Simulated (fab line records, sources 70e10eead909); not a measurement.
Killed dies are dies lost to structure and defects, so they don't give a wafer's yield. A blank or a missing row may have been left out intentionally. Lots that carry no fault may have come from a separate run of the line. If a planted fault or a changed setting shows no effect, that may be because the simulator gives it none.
What tool caused it? -- flow nand-harc -- Sampling: 24 lots, 72 wafers, 4 of 1159 route steps

WHAT THE GAUGES SHOWED, per wafer
NHARC_P_CONTACT_CD_MEAS_19.
lot,measured,on,cd-nm (nm)
L074,day 5 16:20,cd-sem-02,86.5 90.8 91.2
L075,day 5 21:05,cd-sem-02,90.6 90.8 88.7
L077,day 6 09:34,cd-sem-02,88.7 89.5 87.3
L078,day 6 10:31,cd-sem-02,92.3 88.4 90.5
L076,day 6 11:02,cd-sem-01,92.6 87.7 89.9
L079,day 7 04:18,cd-sem-03,93.1 88.4 91.3
L080,day 7 06:18,cd-sem-02,88.9 89.7 88.9
L082,day 7 11:23,cd-sem-03,90.3 90.1 88.6
L081,day 7 11:51,cd-sem-02,91.0 88.0 87.7
L083,day 7 19:05,cd-sem-02,89.9 87.1 87.5
L084,day 8 03:52,cd-sem-01,90.1 88.6 88.8
L085,day 8 21:14,cd-sem-03,91.2 84.8 90.5
L087,day 8 21:38,cd-sem-02,91.1 90.4 89.1
L086,day 8 21:56,cd-sem-01,85.8 88.4 89.8
L088,day 9 06:52,cd-sem-01,88.7 87.8 86.2
L089,day 9 07:39,cd-sem-01,89.2 88.9 90.7
L090,day 9 15:57,cd-sem-03,90.2 86.1 92.3
L091,day 9 23:17,cd-sem-03,87.3 90.5 88.7
L092,day 10 03:14,cd-sem-01,88.2 87.6 88.9
L093,day 10 08:55,cd-sem-01,88.8 89.5 88.9
L094,day 10 09:14,cd-sem-02,90.8 83.3 89.6
L095,day 10 19:46,cd-sem-02,90.8 90.5 81.6
L096,day 10 20:37,cd-sem-01,86.8 87.3 87.7
L097,day 11 10:46,cd-sem-01,94.1 90.1 89.5

NHARC_P_CONTACT_INSPECT_27.
lot,measured,on,raw-defect-count
L074,day 5 18:35,defect-inspect-02,284 328 386
L075,day 6 05:36,defect-inspect-02,471 249 376
L077,day 6 12:23,defect-inspect-01,314 225 322
L078,day 6 12:45,defect-inspect-02,273 210 134
L076,day 6 13:16,defect-inspect-02,151 296 355
L079,day 7 08:07,defect-inspect-01,269 241 234
L080,day 7 08:43,defect-inspect-01,228 368 286
L082,day 7 16:23,defect-inspect-02,362 279 406
L081,day 7 19:22,defect-inspect-02,296 286 458
L083,day 7 21:24,defect-inspect-02,212 202 240
L084,day 8 06:05,defect-inspect-02,307 156 272
L085,day 8 23:29,defect-inspect-02,275 180 200
L087,day 8 23:53,defect-inspect-01,230 146 128
L086,day 9 00:12,defect-inspect-01,243 283 311
L088,day 9 16:17,defect-inspect-02,209 226 286
L089,day 9 16:49,defect-inspect-02,300 189 177
L090,day 9 22:26,defect-inspect-02,312 281 315
L091,day 10 07:20,defect-inspect-01,287 295 242
L092,day 10 07:55,defect-inspect-01,468 336 458
L093,day 10 11:08,defect-inspect-02,352 327 440
L094,day 10 11:27,defect-inspect-02,248 309 313
L095,day 10 21:58,defect-inspect-02,216 213 222
L096,day 10 22:52,defect-inspect-02,364 288 322
L097,day 11 15:56,defect-inspect-01,492 384 281

NHARC_P_M0_INSPECT_11.
lot,measured,on,raw-defect-count
L074,day 5 19:31,defect-inspect-01,4 2 2
L075,day 6 06:38,defect-inspect-02,2 2 1
L077,day 6 13:25,defect-inspect-01,9 9 10
L078,day 6 13:47,defect-inspect-01,3 4 2
L076,day 6 14:10,defect-inspect-01,3 5 5
L079,day 7 09:08,defect-inspect-02,1 1 1
L080,day 7 09:37,defect-inspect-01,2 3 1
L082,day 7 17:56,defect-inspect-01,2 1 1
L081,day 7 20:23,defect-inspect-01,3 5 4
L083,day 7 22:47,defect-inspect-01,5 9 4
L084,day 8 06:59,defect-inspect-02,1 2 1
L085,day 9 00:30,defect-inspect-01,2 1 2
L087,day 9 00:54,defect-inspect-02,6 4 7
L086,day 9 01:13,defect-inspect-01,7 3 5
L088,day 9 17:19,defect-inspect-02,6 0 0
L089,day 9 17:51,defect-inspect-01,4 3 6
L090,day 9 23:27,defect-inspect-02,7 6 7
L091,day 10 08:14,defect-inspect-01,3 5 8
L092,day 10 08:56,defect-inspect-01,9 9 11
L093,day 10 12:13,defect-inspect-02,6 7 7
L094,day 10 12:29,defect-inspect-02,4 2 2
L095,day 10 22:52,defect-inspect-01,4 6 1
L096,day 10 23:55,defect-inspect-02,3 5 3
L097,day 11 16:50,defect-inspect-01,6 2 5

EACH LOT AND THE TOOL THAT RAN IT (in order: tool; ch and the chambers of the sampled wafers; start)
lot,NHARC_P_GATE_RTA_64
L074,"rtp-anneal-02 ch 0, day 5 11:38"
L075,"rtp-anneal-02 ch 0, day 5 16:59"
L077,"rtp-anneal-02 ch 0, day 6 05:39"
L078,"rtp-anneal-02 ch 0, day 6 06:24"
L076,"rtp-anneal-02 ch 0, day 6 06:45"
L079,"rtp-anneal-02 ch 0, day 6 23:54"
L080,"rtp-anneal-02 ch 0, day 7 00:34"
L082,"rtp-anneal-02 ch 0, day 7 07:01"
L081,"rtp-anneal-02 ch 0, day 7 07:45"
L083,"rtp-anneal-02 ch 0, day 7 14:41"
L084,"rtp-anneal-01 ch 0, day 7 23:48"
L085,"rtp-anneal-01 ch 0, day 8 17:11"
L087,"rtp-anneal-02 ch 0, day 8 17:43"
L086,"rtp-anneal-01 ch 0, day 8 18:00"
L088,"rtp-anneal-02 ch 0, day 9 02:51"
L089,"rtp-anneal-01 ch 0, day 9 03:28"
L090,"rtp-anneal-01 ch 0, day 9 11:35"
L091,"rtp-anneal-01 ch 0, day 9 19:20"
L092,"rtp-anneal-01 ch 0, day 9 23:17"
L093,"rtp-anneal-01 ch 0, day 10 04:59"
L094,"rtp-anneal-02 ch 0, day 10 05:19"
L095,"rtp-anneal-01 ch 0, day 10 15:56"
L096,"rtp-anneal-02 ch 0, day 10 16:26"
L097,"rtp-anneal-01 ch 0, day 11 06:38"
- NHARC_P_GATE_RTA_64: time 1 s.

WHAT THE TOOLS THEMSELVES READ (means of the sampled wafers that have a number; where no wafer has one, the mark that the record gives instead)
NHARC_P_GATE_RTA_64.
lot,tool,lamp-power-pct (%),lamp_zone_3_pct (%),lamp_zone_4_pct (%),lamp_zone_7_pct (%),wafer_temp_C_max
L074,rtp-anneal-02,27,27,27,27,1053.3
L075,rtp-anneal-02,27,27,27,27,1053.8
L077,rtp-anneal-02,27,27,27,27,1053.9
L078,rtp-anneal-02,27,27,27,27,1054.1
L076,rtp-anneal-02,27,27,27,27,1053.6
L079,rtp-anneal-02,27,27,27,27,1054.7
L080,rtp-anneal-02,27,27,27,27,1053.2
L082,rtp-anneal-02,27,27,27,27,1052.8
L081,rtp-anneal-02,26,26,27,27,1053.5
L083,rtp-anneal-02,27,27,27,27,1055.1
L084,rtp-anneal-01,33,33,33,34,1052.9
L085,rtp-anneal-01,33,33,33,34,1053.6
L087,rtp-anneal-02,27,27,27,27,1054.4
L086,rtp-anneal-01,33,33,33,34,1052.9
L088,rtp-anneal-02,27,27,27,27,1053.7
L089,rtp-anneal-01,33,33,33,34,1053.3
L090,rtp-anneal-01,33,33,33,34,1052.9
L091,rtp-anneal-01,33,33,33,34,1054.0
L092,rtp-anneal-01,33,33,33,34,1053.2
L093,rtp-anneal-01,33,33,33,34,1052.7
L094,rtp-anneal-02,27,27,27,27,1054.3
L095,rtp-anneal-01,33,33,33,34,1052.6
L096,rtp-anneal-02,27,27,27,27,1053.6
L097,rtp-anneal-01,33,33,33,34,1053.2

THE ANSWER, worked out from the rows above alone
Rule: usual is defined by the lots themselves. Put in order of their means at a reading, lots are off if they are a third of the lots or fewer, leave a main group of 4 or more, and stand apart from it by a gap of 3 or more times the standard deviation of the main group's means; of several such gaps the widest counts. A main group is skipped when, at the precision printed for the reading in the tables above, its means are all equal. A lot without any number at a reading at which 4 lots or more have one is off too. Any other lot the step has rows for is counted as sound. After the gauges, taken in route order, come the tools' own readings; for these a lot's mean is taken, as printed above. The first step at which some lot is off is used, and at that step the reading that is off furthest; a lot without a number counts as furthest.
No lot is off on any of the readings shown, so nothing can be concluded from this.

WHAT THE SIMULATOR HAD INSERTED
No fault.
